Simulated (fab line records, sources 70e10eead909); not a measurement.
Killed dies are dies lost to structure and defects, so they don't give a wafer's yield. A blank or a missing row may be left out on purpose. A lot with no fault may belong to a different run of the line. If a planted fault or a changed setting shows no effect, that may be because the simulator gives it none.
Which tool is to blame? || flow nand harc || Sampling: 12 lots, 36 wafers, 6 of 1159 route steps

== WHAT THE GAUGES SHOWED, per wafer ==
NHARC_A_CONTACT_CD_MEAS_80.
{"lot": "L075", "measured": "day 16 21:46", "on": "cd sem-02", "cd nm (nm)": "190.0 189.6 189.6"}
{"lot": "L076", "measured": "day 17 03:38", "on": "cd sem-01", "cd nm (nm)": "190.3 190.2 190.5"}
{"lot": "L079", "measured": "day 17 21:06", "on": "cd sem-01", "cd nm (nm)": "189.9 190.1 190.2"}
{"lot": "L081", "measured": "day 18 06:52", "on": "cd sem-03", "cd nm (nm)": "188.7 188.9 189.4"}
{"lot": "L083", "measured": "day 19 06:58", "on": "cd sem-02", "cd nm (nm)": "190.5 189.9 189.7"}
{"lot": "L084", "measured": "day 19 17:34", "on": "cd sem-03", "cd nm (nm)": "191.0 190.9 190.5"}
{"lot": "L085", "measured": "day 19 21:43", "on": "cd sem-02", "cd nm (nm)": "189.5 190.4 190.2"}
{"lot": "L090", "measured": "day 20 10:13", "on": "cd sem-03", "cd nm (nm)": "189.4 188.9 188.8"}
{"lot": "L093", "measured": "day 21 11:08", "on": "cd sem-03", "cd nm (nm)": "189.4 189.4 189.3"}
{"lot": "L094", "measured": "day 21 19:42", "on": "cd sem-01", "cd nm (nm)": "190.2 190.1 190.4"}
{"lot": "L091", "measured": "day 22 05:58", "on": "cd sem-02", "cd nm (nm)": "190.3 190.0 190.0"}
{"lot": "L095", "measured": "day 22 16:38", "on": "cd sem-02", "cd nm (nm)": "188.8 188.1 189.0"}

== EACH LOT AND THE TOOL THAT RAN IT (in order: tool; ch and the chambers of the sampled wafers; start) ==
{"lot": "L075", "NHARC_A_CONTACT_DEP_29": "pecvd-01 ch 0,2, day 16 07:09", "NHARC_A_CONTACT_ETCH_112": "har cap etch-01 ch 0,1, day 16 09:29", "NHARC_A_CONTACT_STRIP_55": "rie diel-05 ch 0,1,3, day 16 18:16 or earlier", "NHARC_A_CONTACT_ETCH_75": "rie diel-05 ch 0,2,3, day 16 18:16", "NHARC_A_CONTACT_ETCH_127": "har cap etch-01 ch 0,1, day 16 20:08"}
{"lot": "L076", "NHARC_A_CONTACT_DEP_29": "pecvd-01 ch 0,2, day 16 12:46", "NHARC_A_CONTACT_ETCH_112": "har cap etch-03 ch 0,1, day 16 15:09", "NHARC_A_CONTACT_STRIP_55": "rie diel-05 ch 0,1,2, day 17 00:28 or earlier", "NHARC_A_CONTACT_ETCH_75": "rie diel-05 ch 0,1, day 17 00:28", "NHARC_A_CONTACT_ETCH_127": "har cap etch-01 ch 0,1, day 17 02:03"}
{"lot": "L079", "NHARC_A_CONTACT_DEP_29": "pecvd-01 ch 0,1,2, day 17 09:31", "NHARC_A_CONTACT_ETCH_112": "har cap etch-02 ch 0,1, day 17 12:01", "NHARC_A_CONTACT_STRIP_55": "rie diel-05 ch 0,2,3, day 17 17:56 or earlier", "NHARC_A_CONTACT_ETCH_75": "rie diel-08 ch 0,1,3, day 17 17:56", "NHARC_A_CONTACT_ETCH_127": "har cap etch-02 ch 0,1, day 17 19:29"}
{"lot": "L081", "NHARC_A_CONTACT_DEP_29": "pecvd-01 ch 1,2, day 17 19:16", "NHARC_A_CONTACT_ETCH_112": "har cap etch-01 ch 0,1, day 17 21:30", "NHARC_A_CONTACT_STRIP_55": "rie diel-05 ch 0,2,3, day 18 03:42 or earlier", "NHARC_A_CONTACT_ETCH_75": "rie diel-08 ch 0,2,3, day 18 03:42", "NHARC_A_CONTACT_ETCH_127": "har cap etch-01 ch 0,1, day 18 05:13"}
{"lot": "L083", "NHARC_A_CONTACT_DEP_29": "pecvd-02 ch 0,1,2, day 18 17:13", "NHARC_A_CONTACT_ETCH_112": "har cap etch-01 ch 0,1, day 18 19:46", "NHARC_A_CONTACT_STRIP_55": "rie diel-05 ch 1,2,3, day 19 03:20 or earlier", "NHARC_A_CONTACT_ETCH_75": "rie diel-05 ch 0,2, day 19 03:20", "NHARC_A_CONTACT_ETCH_127": "har cap etch-01 ch 0,1, day 19 05:19"}
{"lot": "L084", "NHARC_A_CONTACT_DEP_29": "pecvd-04 ch 1,2, day 19 03:58", "NHARC_A_CONTACT_ETCH_112": "har cap etch-02 ch 1, day 19 06:29", "NHARC_A_CONTACT_STRIP_55": "rie diel-05 ch 0,2,3, day 19 14:17 or earlier", "NHARC_A_CONTACT_ETCH_75": "rie diel-05 ch 2,3, day 19 14:17", "NHARC_A_CONTACT_ETCH_127": "har cap etch-01 ch 1, day 19 15:56"}
{"lot": "L085", "NHARC_A_CONTACT_DEP_29": "pecvd-04 ch 1,2, day 19 08:02", "NHARC_A_CONTACT_ETCH_112": "har cap etch-01 ch 1, day 19 10:28", "NHARC_A_CONTACT_STRIP_55": "rie diel-08 ch 0,1,3, day 19 18:32 or earlier", "NHARC_A_CONTACT_ETCH_75": "rie diel-05 ch 1,2,3, day 19 18:32", "NHARC_A_CONTACT_ETCH_127": "har cap etch-02 ch 0,1, day 19 20:05"}
{"lot": "L090", "NHARC_A_CONTACT_DEP_29": "pecvd-04 ch 1,2, day 19 21:08", "NHARC_A_CONTACT_ETCH_112": "har cap etch-02 ch 0,1, day 19 23:46", "NHARC_A_CONTACT_STRIP_55": "rie diel-08 ch 1,2,3, day 20 07:04 or earlier", "NHARC_A_CONTACT_ETCH_75": "rie diel-05 ch 0,1,3, day 20 07:04", "NHARC_A_CONTACT_ETCH_127": "har cap etch-03 ch 0,1, day 20 08:39"}
{"lot": "L093", "NHARC_A_CONTACT_DEP_29": "pecvd-01 ch 0,1, day 20 22:16", "NHARC_A_CONTACT_ETCH_112": "har cap etch-02 ch 0,1, day 21 00:46", "NHARC_A_CONTACT_STRIP_55": "rie diel-05 ch 1,3, day 21 06:32 or earlier", "NHARC_A_CONTACT_ETCH_75": "rie diel-05 ch 0,3, day 21 06:32", "NHARC_A_CONTACT_ETCH_127": "har cap etch-03 ch 0,1, day 21 08:06"}
{"lot": "L094", "NHARC_A_CONTACT_DEP_29": "pecvd-01 ch 1,2, day 21 07:53", "NHARC_A_CONTACT_ETCH_112": "har cap etch-02 ch 0,1, day 21 10:18", "NHARC_A_CONTACT_STRIP_55": "rie diel-08 ch 0,1,3, day 21 16:02 or earlier", "NHARC_A_CONTACT_ETCH_75": "rie diel-05 ch 0,3, day 21 16:02", "NHARC_A_CONTACT_ETCH_127": "har cap etch-02 ch 0,1, day 21 18:04"}
{"lot": "L091", "NHARC_A_CONTACT_DEP_29": "pecvd-01 ch 1,2, day 21 16:24", "NHARC_A_CONTACT_ETCH_112": "har cap etch-03 ch 0,1, day 21 19:02", "NHARC_A_CONTACT_STRIP_55": "rie diel-11 ch 1,2, day 22 02:49 or earlier", "NHARC_A_CONTACT_ETCH_75": "rie diel-08 ch 0,2, day 22 02:49", "NHARC_A_CONTACT_ETCH_127": "har cap etch-02 ch 0,1, day 22 04:23"}
{"lot": "L095", "NHARC_A_CONTACT_DEP_29": "pecvd-04 ch 1,2, day 22 02:58", "NHARC_A_CONTACT_ETCH_112": "har cap etch-01 ch 0,1, day 22 05:27", "NHARC_A_CONTACT_STRIP_55": "rie diel-05 ch 1,2, day 22 13:28 or earlier", "NHARC_A_CONTACT_ETCH_75": "rie diel-05 ch 0,1,2, day 22 13:28", "NHARC_A_CONTACT_ETCH_127": "har cap etch-02 ch 0,1, day 22 15:02"}
- NHARC_A_CONTACT_DEP_29: deposits SiON, target thk 70 nm.
- NHARC_A_CONTACT_ETCH_112: etches the open film in C4F8/O2/Ar, time 94 s, target depth 922 nm.
- NHARC_A_CONTACT_STRIP_55: strips in O2.
- NHARC_A_CONTACT_ETCH_75: etches the open film in CF4, target depth 39 nm, time 65 s.
- NHARC_A_CONTACT_ETCH_127: etches the open film in C4F8/O2/Ar, time 155 s, target depth 956 nm.

== THE ANSWER, worked out from the rows above alone ==
Rule: what is usual is taken from the lots themselves. The widest of any qualifying gaps counts: lots, ordered by their means at a reading, are off when they make up no more than a third of the lots, leave a main group of 4 or more, and stand apart from it by 3 or more times the standard deviation of that group's means. The tables above print the reading to a certain number of digits; a main group whose means all agree to those digits is not used. Also off: a lot with no number at a reading for which 4 or more lots have one. Any other lot the step has rows for is counted as sound.
Across all readings shown, no lot is off: no conclusion can be drawn from this.

== WHAT THE SIMULATOR HAD INSERTED ==
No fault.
